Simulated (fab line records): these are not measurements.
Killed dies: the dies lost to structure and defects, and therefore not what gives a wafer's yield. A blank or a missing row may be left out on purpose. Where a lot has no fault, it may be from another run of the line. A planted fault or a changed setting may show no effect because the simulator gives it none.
Chamber matching ; flow nand harc ; NHARC_P_M0_DESCUM_14 on rie diel-13: 4 sister chambers
The step chemistry O2, time 3 s. 8 wafers are shown with their chamber, then 12 later ones without.

WAFERS, EACH WITH ITS CHAMBER
wafer;chamber;showerhead plenum p Torr (Torr);drypump motor current A (A)
L085.3;3;1.88;5.5
L088.1;3;1.88;5.6
L088.5;1;1.99;5.7
L089.4;0;1.93;5.2
L089.5;2;1.81;4.9
L091.1;1;1.99;5.7
L091.2;0;1.93;5.1
L091.3;2;1.80;4.9

WAFERS WITHOUT THEIR CHAMBER
wafer;showerhead plenum p Torr (Torr);drypump motor current A (A)
L091.4;1.87;5.6
L091.5;1.87;5.5
L091.6;1.93;5.2
L093.3;1.98;5.7
L093.5;1.87;5.6
L093.6;1.80;4.9
L094.1;1.98;5.7
L094.4;1.80;4.9
L094.5;1.80;4.9
L095.1;1.80;4.9
L095.5;1.80;4.9
L095.6;1.87;5.5

WHICH CHAMBER EACH ONE RAN IN
wafer;from the rows above;in truth
L091.4;3;3
L091.5;3;3
L091.6;0;0
L093.3;1;1
L093.5;3;3
L093.6;2;2
L094.1;1;1
L094.4;2;2
L094.5;2;2
L095.1;2;2
L095.5;2;2
L095.6;3;3
Placed correctly: 12 of 12. Left unplaced by these rows: 0. Wrongly placed: 0.
How it was worked out, from the rows above alone: a wafer's distance from a chamber is the root of the sum, over the readings, of the square of ((its reading less the chamber's mean) divided by the reading's scatter). If the next closest chamber is less than 2 further off than the closest, the wafer can't be placed; otherwise it belongs to the closest. The mean given for a chamber averages the wafers shown for that chamber. The scatter: take each reading less its chamber's mean, square it, sum over the shown wafers, divide by the number of wafers less the number of chambers, and take the root.
